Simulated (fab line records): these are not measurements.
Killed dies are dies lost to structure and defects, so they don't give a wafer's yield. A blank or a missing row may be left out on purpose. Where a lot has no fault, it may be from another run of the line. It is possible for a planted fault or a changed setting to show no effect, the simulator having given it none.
The tool behind it: which one? ; flow nandHarc ; 14 lots with 42 wafers sampled at 3 steps, on a route of 1302 steps

WHAT THE GAUGES SHOWED, per wafer
NHARC_P_M0_CD_MEAS_09: the cd target is 90 nm. Usual: cdNm 89.9 nm, standard deviation 0.6.
lot;measured;on;cdNm (nm);flag
L143;day 6 05:30;cdSem-03;89.3 89.5 89.2;
L144;day 6 15:10;cdSem-01;89.7 90.1 89.1;
L145;day 7 05:17;cdSem-01;90.6 89.4 89.9;
L152;day 10 03:26;cdSem-01;90.0 89.2 89.8;
L153;day 10 12:02;cdSem-01;89.5 89.5 90.8;
L154;day 10 19:11;cdSem-03;89.2 90.0 89.3;
L159;day 12 11:33;cdSem-02;89.6 90.3 90.1;
L160;day 12 23:43;cdSem-03;89.2 88.9 89.5;
L161;day 13 16:22;cdSem-02;89.6 89.6 90.1;
L162;day 13 20:20;cdSem-03;90.7 89.8 89.7;
L163;day 14 06:02;cdSem-01;89.9 90.2 91.0;
L164;day 15 05:58;cdSem-02;90.9 90.3 90.0;
L165;day 15 11:00;cdSem-03;90.9 89.7 90.4;
L166;day 15 17:33;cdSem-02;90.0 89.0 89.8;

WHICH TOOL RAN EACH LOT (tool, then ch and the chambers of the sampled wafers, then the start)
lot;NHARC_P_CONTACT_DEGAS_38;NHARC_P_CONTACT_PVD_32
L143;pvdSputter-03, day 6 03:07;pvdSputter-03, day 6 05:30 or earlier
L144;pvdSputter-01, day 6 12:46;pvdSputter-01, day 6 15:10 or earlier
L145;pvdSputter-02, day 7 02:43;pvdSputter-02, day 7 05:17 or earlier
L152;pvdSputter-02, day 10 01:10;pvdSputter-02, day 10 03:26 or earlier
L153;pvdSputter-03, day 10 09:38;pvdSputter-03, day 10 12:02 or earlier
L154;pvdSputter-03, day 10 16:15;pvdSputter-03, day 10 19:11 or earlier
L159;pvdSputter-01, day 12 09:13;pvdSputter-01, day 12 11:33 or earlier
L160;pvdSputter-03, day 12 21:19;pvdSputter-03, day 12 23:43 or earlier
L161;pvdSputter-03, day 13 14:04;pvdSputter-03, day 13 16:22 or earlier
L162;pvdSputter-02, day 13 17:55;pvdSputter-02, day 13 20:20 or earlier
L163;pvdSputter-01, day 14 03:06;pvdSputter-01, day 14 06:02 or earlier
L164;pvdSputter-01, day 15 03:34;pvdSputter-01, day 15 05:58 or earlier
L165;pvdSputter-01, day 15 08:44;pvdSputter-01, day 15 11:00 or earlier
L166;pvdSputter-02, day 15 15:10;pvdSputter-02, day 15 17:33 or earlier
- NHARC_P_CONTACT_DEGAS_38: time 60 s.
- NHARC_P_CONTACT_PVD_32: deposits Ti, target thk 5 nm, time 17.7 s.

WHAT THE TOOLS THEMSELVES READ (means of the sampled wafers that have a number; where no wafer has one, the mark that the record gives instead)
NHARC_P_CONTACT_DEGAS_38. Usual: heaterPowerW 445 W, standard deviation 42.
lot;tool;heaterPowerW (W);flag
L143;pvdSputter-03;466;
L144;pvdSputter-01;459;
L145;pvdSputter-02;408;
L152;pvdSputter-02;403;
L153;pvdSputter-03;471;
L154;pvdSputter-03;462;
L159;pvdSputter-01;471;
L160;pvdSputter-03;436;
L161;pvdSputter-03;468;
L162;pvdSputter-02;397;
L163;pvdSputter-01;467;
L164;pvdSputter-01;464;
L165;pvdSputter-01;469;
L166;pvdSputter-02;436;

NHARC_P_CONTACT_PVD_32. Usual: throttleValvePct 30.1 %, standard deviation 0.96.
lot;tool;throttleValvePct (%);flag
L143;pvdSputter-03;29.5;
L144;pvdSputter-01;28.9;
L145;pvdSputter-02;30.2;
L152;pvdSputter-02;30.5;
L153;pvdSputter-03;29.6;
L154;pvdSputter-03;30.0;
L159;pvdSputter-01;29.6;
L160;pvdSputter-03;29.6;
L161;pvdSputter-03;29.4;
L162;pvdSputter-02;30.7;
L163;pvdSputter-01;29.5;
L164;pvdSputter-01;29.6;
L165;pvdSputter-01;29.5;
L166;pvdSputter-02;31.5;

THE ANSWER, worked out from the rows above alone
Rule: a lot is off if the mean of its wafers that have a number lies more than 3 standard deviations from the usual mean. Also off: a lot with no number at a reading for which 4 or more lots have one. The other lots that the step has rows for count as sound. First the gauges in route order, then the tools' own readings, where a lot's mean is used as printed above. The first step at which some lot is off is used, and at that step the reading that is off furthest; a lot without a number counts as furthest.
No lot is off on any of the readings shown, so nothing can be concluded from this.

WHAT THE SIMULATOR HAD PUT IN
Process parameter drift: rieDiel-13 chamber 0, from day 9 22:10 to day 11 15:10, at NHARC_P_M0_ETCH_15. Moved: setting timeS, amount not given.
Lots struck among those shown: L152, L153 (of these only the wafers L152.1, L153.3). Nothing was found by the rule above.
